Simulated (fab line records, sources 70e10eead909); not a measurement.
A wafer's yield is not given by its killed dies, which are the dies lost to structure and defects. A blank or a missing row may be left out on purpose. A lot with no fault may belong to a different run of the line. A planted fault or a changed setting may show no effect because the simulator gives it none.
fab line records	flow nand-harc
record lots=24	wafers=72	last-day=33
route steps=1302 shown A_SLIT@924 A_WL_FILL@967 A_CONTACT@997
lots with no fault: from the same line, run without faults
start-h: hours from the record's first day to the start of the lot's first wafer shown	wait-h: hours elapsed since this lot's preceding step	" as in the row above	L1.1+2: a row that stands for several wafers	- no value, or no start was given	* or withheld: withheld	< > ~ a bound
route shown NAME@n: a module of which the file shows steps, and the number in the route of the first	usual: average and standard deviation across the fault-free wafers	same: alike in all rows	chamber/n: place in a boat	sites: per-site readings	_std_site: the values' standard deviation	_edge_site: inner sites' mean taken away from outer sites' mean	radius-mm: how far each site lies from the wafer's centre	mask NAME#n: copy n	behind: tool/chamber where the wafer was last shaped	hold: what put the lot on hold/how long, in hours/how the hold closed	device: which transistor (n, p or np) failed to switch	end of line: the route-end tests of the same wafers	for a step that has no rows: nothing shown but its recipe	killed: dies that structure and defects cost at the first sort, which is not the same as the wafer's yield	map: the dies of a wafer, with x for killed, . for not killed, _ for no die there
set.NAME: the run value of the setting; set.NAME@STEP: its run value at that earlier step	model.NAME: the simulator's own value behind a step, which no gauge read
the route's steps for a sample of lots (tables are steps, rows are wafers)
services: from which hour (start-h, from the record's first day; less than 0 if before it) a tool's chamber was out of use, for how many hours, and why
## steps
# step NHARC_A_SLIT_DEP_23
# recipe target-thk-a=1000	target-thk-nm=100	temp-c=400	pressure-torr=3.5	flow-sccm=200	rf-w=350	material=SiON
# usual heater-power-w=759/100
lot.wafer	tool	chamber	start-h	wait-h	heater-power-w
L074.1	pecvd-03	2	443.03	3.2	849
L074.3	"	1	"	"	813
L074.5	"	2	"	"	884
L075.2	pecvd-03	2	458.25	2.6	959
L075.3	"	0	"	"	731
L075.4	"	1	"	"	833
L076.3	pecvd-03	2	468.56	1.9	915
L076.1	"	0	"	"	858
L076.4	"	0	"	"	860
L077.2	pecvd-04	0	483.68	2.5	720
L077.5	"	0	"	"	720
L077.6	"	1	"	"	597
L078.3	pecvd-03	0	484.13	1.9	882
L078.2	"	1	"	"	746
L078.1	"	2	"	"	834
L080.1	pecvd-03	2	502.16	3.3	887
L080.6	"	1	"	"	746
L080.4	"	2	"	"	915
L079.1	pecvd-03	0	502.45	3.2	833
L079.4	"	1	"	"	816
L079.6	"	2	"	"	951
L081.1	pecvd-04	0	530.79	3.1	735
L081.2	"	1	"	"	630
L081.5	"	2	"	"	596
L082.2	pecvd-03	0	531.15	2.5	855
L082.3	"	2	"	"	926
L082.6	"	1	"	"	802
L085.1	pecvd-04	1	551.02	3.1	589
L085.2	"	2	"	"	677
L085.6	"	2	"	"	649
L083.3	pecvd-04	2	551.16	2.0	621
L083.5	"	2	"	"	655
L083.4	"	0	"	"	668
L084.1	pecvd-02	2	551.28	3.3	649
L084.2	"	0	"	"	892
L084.4	"	1	"	"	792
L086.1	pecvd-02	1	562.67	3.2	709
L086.2	"	2	"	"	641
L086.5	"	0	"	"	746
L088.2	pecvd-04	0	582.88	2.5	741
L088.1	"	1	"	"	616
L088.3	"	2	"	"	716
L087.3	pecvd-04	2	598.46	1.9	621
L087.6	"	1	"	"	541
L087.5	"	2	"	"	629
L090.1	pecvd-03	0	607.99	3.1	785
L090.2	"	1	"	"	765
L090.5	"	0	"	"	778
L089.1	pecvd-03	1	613.63	3.1	790
L089.4	"	0	"	"	752
L089.6	"	1	"	"	783
L091.2	pecvd-02	0	629.67	2.5	925
L091.6	"	1	"	"	729
L091.5	"	2	"	"	550
L092.1	pecvd-04	2	629.91	3.2	717
L092.3	"	0	"	"	741
L092.6	"	1	"	"	630
L093.3	pecvd-02	0	647.21	1.9	765
L093.5	"	0	"	"	787
L093.4	"	1	"	"	768
L094.1	pecvd-03	2	647.77	3.2	858
L094.6	"	2	"	"	858
L094.5	"	0	"	"	801
L095.3	pecvd-03	0	656.18	1.9	912
L095.1	"	1	"	"	735
L095.2	"	2	"	"	868
L097.1	pecvd-03	2	672.75	3.2	779
L097.5	"	0	"	"	902
L097.4	"	2	"	"	791
L096.3	pecvd-02	2	673.77	2.0	657
L096.4	"	1	"	"	767
L096.6	"	1	"	"	775
# step NHARC_A_SLIT_CD_MEAS_09
# recipe target-cd-nm=300	landing-energy-ev=500
# usual cd-nm=300.8/0.56
lot.wafer	tool	chamber	start-h	wait-h	cd-nm
L074.1	cd-sem-02	0	443.62	-	301.3
L074.3	"	0	"	"	300.5
L074.5	"	0	"	"	300.9
L075.2	cd-sem-02	0	458.90	-	300.6
L075.3	"	0	"	"	301.8
L075.4	"	0	"	"	301.7
L076.1	cd-sem-02	0	469.08	-	301.0
L076.3	"	0	"	"	300.7
L076.4	"	0	"	"	300.5
L077.2	cd-sem-03	0	484.24	-	300.1
L077.5	"	0	"	"	300.4
L077.6	"	0	"	"	300.5
L078.1	cd-sem-01	0	484.68	-	301.0
L078.2	"	0	"	"	301.5
L078.3	"	0	"	"	301.2
L080.1	cd-sem-01	0	502.78	-	300.6
L080.4	"	0	"	"	299.8
L080.6	"	0	"	"	299.9
L079.1	cd-sem-03	0	502.95	-	301.3
L079.4	"	0	"	"	300.6
L079.6	"	0	"	"	300.9
L081.1	cd-sem-03	0	531.32	-	300.1
L081.2	"	0	"	"	300.2
L081.5	"	0	"	"	300.8
L082.2	cd-sem-02	0	531.83	-	301.5
L082.3	"	0	"	"	300.6
L082.6	"	0	"	"	301.2
L085.1	cd-sem-01	0	551.55	-	300.5
L085.2	"	0	"	"	300.0
L085.6	"	0	"	"	301.0
L083.3	cd-sem-02	0	551.84	-	300.8
L083.4	"	0	"	"	299.8
L083.5	"	0	"	"	299.4
L084.1	cd-sem-01	0	551.99	-	300.9
L084.2	"	0	"	"	301.1
L084.4	"	0	"	"	301.4
L086.1	cd-sem-01	0	563.32	-	300.1
L086.2	"	0	"	"	300.7
L086.5	"	0	"	"	300.5
L088.1	cd-sem-03	0	583.56	-	301.8
L088.2	"	0	"	"	300.9
L088.3	"	0	"	"	300.6
L087.3	cd-sem-02	0	598.96	-	300.6
L087.5	"	0	"	"	300.7
L087.6	"	0	"	"	300.9
L090.1	cd-sem-02	0	608.67	-	301.0
L090.2	"	0	"	"	301.3
L090.5	"	0	"	"	300.6
L089.1	cd-sem-03	0	614.27	-	301.3
L089.4	"	0	"	"	302.0
L089.6	"	0	"	"	301.3
L091.2	cd-sem-02	0	630.30	-	301.4
L091.5	"	0	"	"	301.2
L091.6	"	0	"	"	301.9
L092.1	cd-sem-03	0	630.59	-	300.8
L092.3	"	0	"	"	300.8
L092.6	"	0	"	"	300.2
L093.3	cd-sem-02	0	647.87	-	300.9
L093.4	"	0	"	"	300.9
L093.5	"	0	"	"	300.7
L094.1	cd-sem-01	0	648.45	-	301.3
L094.5	"	0	"	"	300.6
L094.6	"	0	"	"	300.8
L095.1	cd-sem-01	0	656.74	-	301.2
L095.2	"	0	"	"	302.1
L095.3	"	0	"	"	300.7
L097.1	cd-sem-02	0	673.37	-	300.3
L097.4	"	0	"	"	301.3
L097.5	"	0	"	"	300.4
L096.3	cd-sem-03	0	674.33	-	299.3
L096.4	"	0	"	"	299.8
L096.6	"	0	"	"	300.7
# step NHARC_A_WL_FILL_STRIP_29
# recipe time-s=20	o2-flow-sccm=500	ar-flow-sccm=0	bias-w=0	chemistry=O2
# usual drypump-motor-current-A=5.7/0.39	oes-product-au=1.005/0.012	rf-vpp-V=57.8/0.88	showerhead-plenum-p-Torr=3.52/0.15	throttle-valve-pct=17.035/0.0091
lot.wafer	tool	chamber	start-h	wait-h	drypump-motor-current-A	oes-product-au	rf-hours-counter-h	rf-vpp-V	showerhead-plenum-p-Torr	throttle-valve-pct
L074.1	rie-diel-10	2	468.64	0.1	5.8	0.993	1.7	56.5	3.44	17.024
L074.3	"	0	"	"	6.0	0.986	1.7	58.0	3.76	17.020
L074.5	"	1	"	"	5.9	1.006	-	58.4	3.42	17.023
L075.2	rie-diel-10	1	486.84	0.1	5.9	0.997	2.4	57.1	3.42	17.039
L075.3	"	2	"	"	5.7	0.986	2.5	59.1	3.44	17.049
L075.4	"	3	"	"	6.2	1.012	2.9	57.9	3.59	17.036
L076.1	rie-diel-06	1	497.60	0.1	5.6	0.992	0.4	56.3	3.30	17.038
L076.4	"	2	"	"	5.9	1.002	0.5	57.5	3.43	17.028
L076.3	"	3	"	"	5.6	1.027	0.4	58.6	3.75	17.023
L078.3	rie-diel-10	2	511.51	0.1	5.8	0.996	3.7	56.1	3.44	17.039
L078.2	"	3	"	"	6.2	1.010	4.0	59.0	3.59	17.034
L078.1	"	0	"	"	6.0	0.989	4.1	56.1	3.76	17.023
L077.2	rie-diel-06	0	511.51	0.1	5.5	1.010	0.6	56.0	3.34	17.023
L077.6	"	3	"	"	5.6	1.040	-	58.3	3.75	17.023
L077.5	"	0	"	"	5.5	1.017	-	57.3	3.34	17.052
L080.1	rie-diel-10	2	527.67	0.1	5.8	0.991	4.2	57.9	3.44	17.045
L080.4	"	3	"	"	6.2	1.017	4.6	58.3	3.59	17.036
L080.6	"	0	"	"	6.0	0.991	-	59.6	3.76	17.036
L079.1	rie-diel-12	2	531.96	0.1	6.1	1.008	2.7	56.8	3.58	17.021
L079.4	"	3	"	"	5.1	0.998	2.6	58.0	3.67	17.044
L079.6	"	0	"	"	4.8	0.996	-	57.8	3.34	17.033
L082.3	rie-diel-10	0	557.14	0.1	6.0	0.996	6.3	58.0	3.76	17.032
L082.2	"	3	"	"	6.2	1.019	6.0	58.1	3.59	17.034
L082.6	"	1	"	"	6.0	0.998	-	58.0	3.42	17.022
L081.2	rie-diel-12	3	559.61	0.1	5.1	0.991	3.3	57.5	3.67	17.040
L081.1	"	1	"	"	5.7	1.019	3.4	58.6	3.56	17.028
L081.5	"	0	"	"	4.8	0.989	-	57.7	3.34	17.041
L083.3	rie-diel-10	0	579.13	0.1	5.9	0.994	7.7	59.2	3.75	17.038
L083.4	"	1	"	"	5.9	1.007	7.4	56.6	3.42	17.028
L083.5	"	0	"	"	6.0	0.990	-	58.9	3.75	17.037
L085.2	rie-diel-12	2	581.73	0.1	6.1	1.009	3.6	59.2	3.58	17.045
L085.1	"	1	"	"	5.7	1.024	3.7	58.3	3.56	17.038
L085.6	"	3	"	"	5.1	1.012	-	57.3	3.66	17.037
L084.4	rie-diel-06	0	582.28	0.1	5.6	0.995	2.5	56.1	3.34	17.025
L084.2	"	2	"	"	5.9	1.004	2.8	57.9	3.43	17.031
L084.1	"	3	"	"	5.6	1.017	2.7	58.6	3.75	17.035
L086.2	rie-diel-10	1	594.06	0.1	5.9	1.001	8.1	58.5	3.42	17.051
L086.1	"	3	"	"	6.2	1.020	8.1	58.5	3.59	17.031
L086.5	"	2	"	"	5.8	1.000	-	58.7	3.44	17.034
L088.3	rie-diel-10	3	612.18	0.1	6.2	1.020	0.0	58.4	3.59	17.059
L088.2	"	1	"	"	5.9	1.022	0.0	57.6	3.42	17.055
L088.1	"	2	"	"	5.7	1.022	0.0	57.0	3.44	17.031
L087.3	rie-diel-06	3	627.26	0.1	5.6	1.015	3.8	57.8	3.74	17.025
L087.6	"	2	"	"	5.9	1.011	-	57.0	3.43	17.048
L087.5	"	3	"	"	5.6	1.019	-	57.0	3.75	17.033
L090.2	rie-diel-12	2	633.24	0.1	6.1	1.004	0.1	57.9	3.58	17.036
L090.1	"	0	"	"	4.8	1.006	0.1	57.4	3.34	17.023
L090.5	"	1	"	"	5.7	1.004	-	57.8	3.55	17.036
L089.1	rie-diel-12	3	640.72	0.1	5.1	0.998	0.2	58.0	3.66	17.034
L089.4	"	0	"	"	4.8	1.011	0.2	58.8	3.34	17.034
L089.6	"	1	"	"	5.7	1.009	-	57.5	3.55	17.030
L092.1	rie-diel-06	3	656.28	0.1	5.5	1.030	4.9	58.6	3.74	17.045
L092.3	"	0	"	"	5.5	1.010	3.5	57.8	3.34	17.033
L092.6	"	3	"	"	5.5	1.018	-	57.9	3.74	17.045
L091.2	rie-diel-12	2	656.28	0.1	6.1	1.014	0.9	57.0	3.58	17.062
L091.6	"	2	"	"	6.1	1.014	-	57.8	3.58	17.041
L091.5	"	0	"	"	4.8	1.018	-	56.6	3.34	17.029
L093.3	rie-diel-10	0	672.73	0.1	6.0	0.998	4.8	59.0	3.75	17.020
L093.4	"	1	"	"	6.0	1.029	3.4	57.6	3.41	17.032
L093.5	"	1	"	"	5.9	1.017	-	57.5	3.41	17.037
L094.1	rie-diel-06	0	674.23	0.1	5.5	0.996	0.1	56.3	3.34	17.038
L094.6	"	1	"	"	5.6	1.005	-	57.7	3.30	17.043
L094.5	"	2	"	"	5.9	0.987	-	57.5	3.43	17.041
L095.2	rie-diel-12	1	685.28	0.1	5.7	1.010	1.7	58.0	3.55	17.024
L095.3	"	2	"	"	6.1	1.009	1.7	58.1	3.58	17.019
L095.1	"	0	"	"	4.8	1.003	1.6	56.1	3.34	17.029
L097.1	rie-diel-10	3	698.24	0.1	6.2	1.003	6.9	57.3	3.59	17.022
L097.5	"	2	"	"	5.8	1.010	-	57.9	3.43	17.042
L097.4	"	0	"	"	5.9	0.983	-	59.8	3.75	17.029
L096.3	rie-diel-12	3	698.25	0.1	5.1	1.005	1.9	57.8	3.66	17.040
L096.4	"	2	"	"	6.1	1.008	2.0	57.9	3.58	17.045
L096.6	"	3	"	"	5.1	0.990	-	57.5	3.66	17.025
# step NHARC_A_CONTACT_CD_MEAS_42
# recipe target-cd-nm=300	landing-energy-ev=500
# usual cd-nm=300.2/0.99
lot.wafer	tool	chamber	start-h	wait-h	cd-nm
L074.1	cd-sem-01	0	480.53	-	300.3
L074.3	"	0	"	"	299.2
L074.5	"	0	"	"	299.8
L075.2	cd-sem-03	0	498.80	-	301.9
L075.3	"	0	"	"	301.5
L075.4	"	0	"	"	301.1
L076.1	cd-sem-02	0	509.79	-	299.5
L076.3	"	0	"	"	299.5
L076.4	"	0	"	"	299.2
L077.2	cd-sem-03	0	524.11	-	301.5
L077.5	"	0	"	"	300.3
L077.6	"	0	"	"	301.7
L078.1	cd-sem-01	0	525.15	-	299.8
L078.2	"	0	"	"	299.1
L078.3	"	0	"	"	299.7
L080.1	cd-sem-01	0	540.55	-	299.5
L080.4	"	0	"	"	298.8
L080.6	"	0	"	"	299.5
L079.1	cd-sem-01	0	545.54	-	299.3
L079.4	"	0	"	"	299.0
L079.6	"	0	"	"	299.1
L082.2	cd-sem-01	0	569.42	-	299.9
L082.3	"	0	"	"	299.8
L082.6	"	0	"	"	299.8
L081.1	cd-sem-03	0	573.60	-	299.9
L081.2	"	0	"	"	300.2
L081.5	"	0	"	"	299.5
L083.3	cd-sem-03	0	591.06	-	300.2
L083.4	"	0	"	"	300.5
L083.5	"	0	"	"	300.4
L085.1	cd-sem-01	0	593.77	-	301.2
L085.2	"	0	"	"	301.8
L085.6	"	0	"	"	300.3
L084.1	cd-sem-03	0	594.14	-	300.4
L084.2	"	0	"	"	299.9
L084.4	"	0	"	"	301.0
L086.1	cd-sem-01	0	606.11	-	299.6
L086.2	"	0	"	"	299.7
L086.5	"	0	"	"	299.3
L088.1	cd-sem-01	0	625.65	-	301.3
L088.2	"	0	"	"	301.6
L088.3	"	0	"	"	302.0
L087.3	cd-sem-02	0	639.33	-	300.3
L087.5	"	0	"	"	299.6
L087.6	"	0	"	"	299.0
L090.1	cd-sem-01	0	645.59	-	301.0
L090.2	"	0	"	"	300.6
L090.5	"	0	"	"	300.2
L089.1	cd-sem-03	0	653.66	-	300.6
L089.4	"	0	"	"	300.8
L089.6	"	0	"	"	301.0
L091.2	cd-sem-01	0	668.77	-	299.6
L091.5	"	0	"	"	299.8
L091.6	"	0	"	"	299.4
L092.1	cd-sem-02	0	669.55	-	301.1
L092.3	"	0	"	"	299.9
L092.6	"	0	"	"	301.0
L093.3	cd-sem-03	0	684.84	-	299.5
L093.4	"	0	"	"	300.1
L093.5	"	0	"	"	299.7
L094.1	cd-sem-03	0	686.61	-	299.3
L094.5	"	0	"	"	298.0
L094.6	"	0	"	"	299.9
L095.1	cd-sem-03	0	697.85	-	301.0
L095.2	"	0	"	"	300.3
L095.3	"	0	"	"	299.7
L096.3	cd-sem-01	0	710.25	-	301.5
L096.4	"	0	"	"	302.6
L096.6	"	0	"	"	301.1
L097.1	cd-sem-02	0	710.40	-	298.4
L097.4	"	0	"	"	298.9
L097.5	"	0	"	"	299.1
# step NHARC_A_CONTACT_ETCH_51
# recipe target-depth-a=70000	over-etch-frac=0.3	time-s=1820	ion-energy-ev=150	o2-flow-sccm=400	cos-flow-sccm=20	ar-flow-sccm=0	rf-w=500	bias-w=300	chemistry=O2/COS
# usual drypump-motor-current-A=5.6/0.57	oes-product-au=1.006/0.011	rf-vpp-V=314.6/1.9	showerhead-plenum-p-Torr=3.15/0.13	throttle-valve-pct=28.331/0.0096
lot.wafer	tool	chamber	start-h	wait-h	drypump-motor-current-A	oes-product-au	rf-hours-counter-h	rf-vpp-V	showerhead-plenum-p-Torr	throttle-valve-pct
L074.3	rie-diel-01	2	-	-	6.5	1.011	29	313.2	3.05	28.326
L074.1	"	0	"	"	5.1	1.012	30	317.0	3.30	28.337
L074.5	"	2	"	"	6.5	0.997	-	314.1	3.05	28.337
L075.3	rie-diel-02	0	-	-	4.9	1.016	14	314.1	3.14	28.339
L075.4	"	1	"	"	5.7	1.038	13	313.5	3.10	28.334
L075.2	"	2	"	"	5.2	1.017	17	309.8	2.89	28.336
L076.3	rie-diel-02	2	-	-	5.2	1.009	19	311.1	2.89	28.337
L076.4	"	3	"	"	6.5	0.999	19	313.1	3.07	28.307
L076.1	"	0	"	"	4.9	1.008	17	314.8	3.14	28.340
L077.2	rie-diel-01	3	-	-	5.3	1.004	44	314.8	3.15	28.331
L077.5	"	1	"	"	5.7	0.997	-	314.7	3.18	28.362
L077.6	"	2	"	"	6.6	0.997	-	314.1	3.04	28.325
L078.2	rie-diel-02	1	-	-	5.7	1.022	17	313.5	3.10	28.346
L078.3	"	2	"	"	5.2	1.005	22	310.7	2.89	28.328
L078.1	"	0	"	"	4.9	1.016	19	313.8	3.14	28.336
L080.1	rie-diel-01	1	-	-	5.7	0.999	50	316.2	3.18	28.331
L080.4	"	3	"	"	5.3	1.007	54	313.8	3.15	28.320
L080.6	"	1	"	"	5.7	0.988	-	313.5	3.18	28.332
L079.1	rie-diel-02	0	-	-	4.9	1.021	24	315.5	3.14	28.336
L079.4	"	2	"	"	5.2	1.011	27	311.6	2.89	28.325
L079.6	"	3	"	"	6.5	0.993	-	314.3	3.07	28.335
L082.3	rie-diel-01	2	-	-	6.6	1.013	1	311.9	3.04	28.331
L082.2	"	3	"	"	5.3	1.000	1	313.2	3.14	28.332
L082.6	"	2	"	"	6.6	1.002	-	314.9	3.04	28.340
L081.2	rie-diel-13	2	-	-	5.4	0.985	22	313.4	2.97	28.334
L081.1	"	0	"	"	5.9	0.995	16	316.4	3.28	28.338
L081.5	"	2	"	"	5.4	0.973	-	311.3	2.97	28.326
L083.4	rie-diel-02	0	-	-	4.9	1.001	1	315.2	3.14	28.325
L083.3	"	2	"	"	5.2	1.002	2	317.5	3.37	28.346
L083.5	"	1	"	"	5.8	1.022	-	314.4	3.10	28.327
L085.2	rie-diel-02	1	-	-	5.8	1.010	4	313.3	3.09	28.329
L085.1	"	2	"	"	5.2	0.991	3	316.9	3.37	28.316
L085.6	"	1	"	"	5.7	1.003	-	314.4	3.10	28.324
L084.2	rie-diel-02	1	-	-	5.8	1.019	5	312.3	3.09	28.317
L084.4	"	2	"	"	5.2	0.996	4	317.4	3.37	28.337
L084.1	"	0	"	"	4.9	0.998	4	314.9	3.14	28.336
L086.1	rie-diel-02	1	-	-	5.8	1.013	7	312.6	3.09	28.315
L086.2	"	3	"	"	6.4	1.011	4	314.2	3.06	28.336
L086.5	"	2	"	"	5.2	1.002	-	319.0	3.37	28.335
L088.3	rie-diel-02	1	-	-	5.8	1.006	10	313.2	3.09	28.332
L088.2	"	2	"	"	5.2	1.001	9	317.5	3.37	28.346
L088.1	"	0	"	"	4.9	1.020	8	313.8	3.13	28.337
L087.3	rie-diel-02	1	-	-	5.7	1.013	13	314.1	3.09	28.334
L087.6	"	1	"	"	5.8	1.020	-	313.7	3.09	28.321
L087.5	"	2	"	"	5.2	0.992	-	318.4	3.37	28.329
L090.2	rie-diel-02	3	-	-	6.5	1.016	9	312.9	3.06	28.336
L090.1	"	1	"	"	5.8	1.013	15	311.5	3.09	28.324
L090.5	"	3	"	"	6.4	1.007	-	314.7	3.06	28.327
L089.4	rie-diel-02	0	-	-	4.9	1.013	14	313.5	3.13	28.337
L089.1	"	3	"	"	6.4	1.005	12	314.0	3.06	28.336
L089.6	"	1	"	"	5.8	1.003	-	313.8	3.09	28.333
L091.2	rie-diel-02	3	-	-	6.5	1.022	15	313.6	3.06	28.324
L091.5	"	0	"	"	4.9	1.003	-	312.2	3.13	28.321
L091.6	"	1	"	"	5.7	1.003	-	314.6	3.09	28.329
L092.1	rie-diel-13	1	-	-	6.6	0.991	43	317.2	3.32	28.321
L092.3	"	2	"	"	5.4	0.984	55	313.5	2.96	28.316
L092.6	"	0	"	"	5.9	1.011	-	314.9	3.26	28.324
L093.3	rie-diel-02	3	-	-	6.5	1.005	17	313.5	3.06	28.325
L093.4	"	1	"	"	5.8	0.999	24	314.3	3.08	28.325
L093.5	"	3	"	"	6.4	1.012	-	314.7	3.06	28.339
L094.1	rie-diel-02	0	-	-	4.9	1.019	22	313.7	3.13	28.341
L094.6	"	3	"	"	6.5	1.016	-	313.4	3.06	28.344
L094.5	"	0	"	"	4.9	1.032	-	314.8	3.13	28.323
L095.2	rie-diel-02	1	-	-	5.7	1.003	28	315.8	3.08	28.326
L095.3	"	3	"	"	6.5	1.010	21	312.7	3.06	28.306
L095.1	"	0	"	"	4.9	1.025	25	314.9	3.13	28.333
L097.4	rie-diel-13	2	-	-	5.4	0.971	2	312.8	2.95	28.333
L097.1	"	3	"	"	5.9	0.999	2	316.9	3.31	28.328
L097.5	"	3	"	"	5.9	1.014	-	317.6	3.31	28.325
L096.3	rie-diel-02	2	-	-	5.2	0.991	30	318.0	3.36	28.326
L096.4	"	3	"	"	6.5	1.014	22	313.0	3.06	28.326
L096.6	"	0	"	"	4.9	1.014	-	315.5	3.12	28.334
# step NHARC_A_CONTACT_ETCH_77
# recipe target-depth-a=1089	time-s=54.5	cf4-flow-sccm=100	chf3-flow-sccm=30	ar-flow-sccm=0	rf-w=500	bias-w=200	chemistry=CF4/CHF3
# usual drypump-motor-current-A=5.7/0.57	oes-product-au=0.945/0.022	rf-vpp-V=371.0/2.4	showerhead-plenum-p-Torr=1.59/0.069	throttle-valve-pct=16.802/0.0082
lot.wafer	tool	chamber	start-h	wait-h	drypump-motor-current-A	oes-product-au	rf-hours-counter-h	rf-vpp-V	showerhead-plenum-p-Torr	throttle-valve-pct
L074.3	rie-diel-13	0	-	-	5.9	0.932	48	372.1	1.66	16.826
L074.1	"	3	"	"	5.9	0.924	54	373.2	1.69	16.799
L074.5	"	0	"	"	5.9	0.924	-	373.5	1.66	16.793
L075.4	rie-diel-01	0	-	-	5.1	0.941	39	373.4	1.66	16.788
L075.3	"	2	"	"	6.5	0.920	37	368.8	1.54	16.804
L075.2	"	3	"	"	5.3	0.934	40	370.0	1.59	16.798
L076.4	rie-diel-02	2	-	-	5.2	0.943	20	366.7	1.46	16.801
L076.3	"	3	"	"	6.5	0.925	21	370.1	1.55	16.793
L076.1	"	0	"	"	4.9	0.942	17	371.2	1.58	16.793
L077.2	rie-diel-02	3	-	-	6.4	0.918	22	370.1	1.55	16.811
L077.5	"	2	"	"	5.2	0.930	-	367.5	1.46	16.790
L077.6	"	3	"	"	6.5	0.928	-	370.1	1.55	16.801
L078.3	rie-diel-02	2	-	-	5.2	0.934	25	365.9	1.46	16.797
L078.2	"	3	"	"	6.5	0.945	23	371.7	1.55	16.808
L078.1	"	1	"	"	5.7	0.925	20	372.1	1.56	16.807
L080.1	rie-diel-02	1	-	-	5.8	0.975	23	370.1	1.56	16.797
L080.4	"	0	"	"	4.9	0.971	25	370.5	1.58	16.799
L080.6	"	1	"	"	5.8	0.977	-	370.4	1.56	16.820
L079.4	rie-diel-13	3	-	-	5.9	0.949	11	373.9	1.68	16.815
L079.1	"	1	"	"	6.5	0.925	10	375.6	1.68	16.810
L079.6	"	3	"	"	5.9	0.945	-	374.7	1.68	16.787
L082.2	rie-diel-02	3	-	-	6.4	0.975	0	369.3	1.55	16.801
L082.3	"	2	"	"	5.2	0.972	0	373.8	1.70	16.804
L082.6	"	0	"	"	4.8	0.966	-	369.5	1.58	16.793
L081.2	rie-diel-13	2	-	-	5.4	0.905	26	368.5	1.50	16.793
L081.1	"	0	"	"	5.9	0.922	18	372.8	1.65	16.799
L081.5	"	2	"	"	5.4	0.908	-	367.7	1.50	16.802
L083.3	rie-diel-01	2	-	-	6.5	0.978	16	369.1	1.53	16.784
L083.4	"	3	"	"	5.3	0.971	13	370.0	1.58	16.804
L083.5	"	2	"	"	6.5	0.977	-	368.5	1.53	16.813
L085.1	rie-diel-02	2	-	-	5.2	0.919	5	373.5	1.70	16.803
L085.2	"	1	"	"	5.8	0.939	6	370.2	1.56	16.803
L085.6	"	3	"	"	6.5	0.935	-	370.4	1.54	16.803
L084.4	rie-diel-13	3	-	-	5.9	0.939	30	374.0	1.68	16.799
L084.2	"	0	"	"	5.9	0.925	26	373.1	1.65	16.794
L084.1	"	1	"	"	6.5	0.910	25	374.9	1.68	16.807
L086.2	rie-diel-01	3	-	-	5.3	0.967	20	370.3	1.58	16.799
L086.1	"	2	"	"	6.5	0.968	25	368.9	1.53	16.815
L086.5	"	0	"	"	5.1	0.936	-	373.7	1.65	16.798
L088.2	rie-diel-02	2	-	-	5.2	0.954	12	375.9	1.70	16.798
L088.1	"	3	"	"	6.5	0.971	7	369.1	1.54	16.805
L088.3	"	1	"	"	5.7	0.977	13	369.8	1.56	16.789
L087.3	rie-diel-02	2	-	-	5.2	0.914	15	375.1	1.70	16.810
L087.6	"	0	"	"	4.9	0.939	-	369.3	1.58	16.811
L087.5	"	1	"	"	5.8	0.941	-	370.6	1.56	16.812
L090.1	rie-diel-02	0	-	-	4.9	0.937	15	371.4	1.58	16.805
L090.2	"	2	"	"	5.2	0.917	17	376.3	1.70	16.795
L090.5	"	3	"	"	6.5	0.931	-	368.4	1.54	16.805
L089.1	rie-diel-02	1	-	-	5.8	0.941	19	369.9	1.56	16.802
L089.4	"	2	"	"	5.2	0.919	18	374.4	1.70	16.807
L089.6	"	0	"	"	4.8	0.936	-	370.5	1.58	16.790
L091.2	rie-diel-02	3	-	-	6.5	0.945	16	370.5	1.54	16.803
L091.6	"	0	"	"	4.9	0.938	-	370.9	1.58	16.818
L091.5	"	1	"	"	5.8	0.926	-	369.7	1.56	16.801
L092.1	rie-diel-01	2	-	-	6.5	0.990	43	367.5	1.52	16.811
L092.3	"	3	"	"	5.3	0.973	39	370.0	1.57	16.790
L092.6	"	2	"	"	6.5	0.987	-	367.7	1.52	16.798
L093.3	rie-diel-02	0	-	-	4.9	0.999	23	371.1	1.58	16.785
L093.4	"	1	"	"	5.7	0.989	26	370.5	1.55	16.795
L093.5	"	2	"	"	5.2	0.960	-	373.6	1.69	16.801
L094.1	rie-diel-02	3	-	-	6.5	0.926	21	368.2	1.54	16.804
L094.6	"	0	"	"	4.9	0.948	-	371.0	1.58	16.792
L094.5	"	1	"	"	5.7	0.939	-	369.0	1.55	16.791
L095.2	rie-diel-13	0	-	-	5.9	0.965	1	373.4	1.64	16.801
L095.1	"	2	"	"	5.4	0.947	1	368.2	1.49	16.806
L095.3	"	3	"	"	5.9	0.979	1	374.0	1.67	16.785
L096.3	rie-diel-13	3	-	-	5.9	0.973	5	373.5	1.67	16.801
L096.4	"	1	"	"	6.5	0.972	4	375.1	1.67	16.804
L096.6	"	3	"	"	5.9	0.961	-	373.8	1.67	16.806
L097.4	rie-diel-02	2	-	-	5.2	0.924	32	375.0	1.69	16.792
L097.1	"	3	"	"	6.5	0.933	24	369.9	1.54	16.800
L097.5	"	3	"	"	6.5	0.933	-	370.1	1.54	16.810
## services
tool	chamber	start-h	hours	kind
rie-diel-10	-	419.60	9.0	pm
pecvd-03	0	438.47	13.0	repair
rie-diel-12	-	445.40	9.0	pm
rie-diel-02	1	480.12	4.6	repair
rie-diel-02	1	487.23	6.2	repair
rie-diel-12	-	509.29	2.0	repair
rie-diel-02	3	524.81	10.6	repair
rie-diel-12	-	534.46	0.4	repair
rie-diel-10	3	535.15	4.3	repair
rie-diel-13	3	543.83	9.8	repair
rie-diel-02	2	547.21	2.3	repair
pecvd-03	-	547.37	13.0	pm
rie-diel-12	2	558.57	5.1	repair
rie-diel-01	-	559.24	9.0	pm
rie-diel-02	-	570.71	9.0	pm
rie-diel-10	3	571.54	5.5	repair
rie-diel-10	-	596.60	9.0	pm
rie-diel-02	-	599.33	2.7	repair
rie-diel-13	2	615.96	3.5	repair
rie-diel-02	3	624.85	8.1	repair
rie-diel-10	1	627.23	7.4	repair
rie-diel-13	-	696.07	9.0	pm
rie-diel-10	1	696.15	6.3	repair
rie-diel-02	3	699.41	8.9	repair
## key
fault none
